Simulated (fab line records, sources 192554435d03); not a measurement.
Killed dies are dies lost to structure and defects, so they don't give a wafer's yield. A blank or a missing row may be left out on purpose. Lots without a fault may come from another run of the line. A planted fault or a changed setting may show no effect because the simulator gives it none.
Chamber matching | flow n5_finfet | N5_BEOL_M11_CURE_72 on uv_cure-02: 3 sister chambers
The step cures SiCOH lowk, time 120 s. 18 wafers are shown with their chamber, then 9 later ones without.

WAFERS WITH THEIR CHAMBER
wafer  | chamber | wafer_temp_C_max | lamp_power_pct (%)
L075.1 | 1       | 370.9            | 52.28
L075.3 | 1       | 371.4            | 52.22
L075.6 | 1       | 371.4            | 52.28
L080.1 | 1       | 370.6            | 52.36
L080.3 | 1       | 371.4            | 52.35
L080.5 | 1       | 371.0            | 52.24
L082.1 | 0       | 371.2            | 52.27
L082.5 | 0       | 370.9            | 52.29
L082.6 | 0       | 370.8            | 52.32
L084.2 | 2       | 370.8            | 52.25
L084.4 | 2       | 371.3            | 52.32
L084.5 | 2       | 371.0            | 52.35
L087.1 | 0       | 370.9            | 52.36
L087.2 | 0       | 371.4            | 52.31
L087.6 | 0       | 371.2            | 52.36
L091.2 | 1       | 371.2            | 52.29
L091.4 | 1       | 371.4            | 52.28
L091.6 | 1       | 371.7            | 52.35

SIGNATURES (means of the wafers above)
reading          | chamber 0 | chamber 1 | chamber 2 | scatter within a chamber
wafer_temp_C_max | 371.067   | 371.222   | 371.033   | 0.294
lamp_power_pct   | 52.3183   | 52.2944   | 52.3067   | 0.0459
Rule: a wafer's distance from a chamber is the root of the sum, over the readings, of the square of ((its reading less the chamber's mean) divided by the reading's scatter). The wafer belongs to the nearest chamber; if the next one is less than 2 further off, it can't be placed. The scatter: the root of (the sum of the squares of (reading less its chamber's mean) over the shown wafers, divided by (wafers less chambers)).

WAFERS WITHOUT THEIR CHAMBER
wafer  | wafer_temp_C_max | lamp_power_pct (%)
L092.2 | 371.4            | 52.34
L092.3 | 371.4            | 52.32
L092.5 | 371.2            | 52.25
L094.1 | 370.7            | 52.30
L094.3 | 370.8            | 52.28
L094.4 | 370.5            | 52.31
L097.2 | 371.9            | 52.31
L097.3 | 371.6            | 52.25
L097.4 | 371.7            | 52.34

WHICH CHAMBER EACH WENT THROUGH
wafer  | from the rows above          | in truth
L092.2 | can't be placed: 1 or 0 or 2 | 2
L092.3 | can't be placed: 1 or 0 or 2 | 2
L092.5 | can't be placed: 1 or 2 or 0 | 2
L094.1 | can't be placed: 2 or 0 or 1 | 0
L094.3 | can't be placed: 2 or 0 or 1 | 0
L094.4 | can't be placed: 2 or 0 or 1 | 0
L097.2 | can't be placed: 1 or 0 or 2 | 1
L097.3 | can't be placed: 1 or 2 or 0 | 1
L097.4 | can't be placed: 1 or 0 or 2 | 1
Placed correctly: 0 of 9. Can't be placed from these rows: 9 (the true chamber is among the candidates in 9). Placed wrongly: 0.
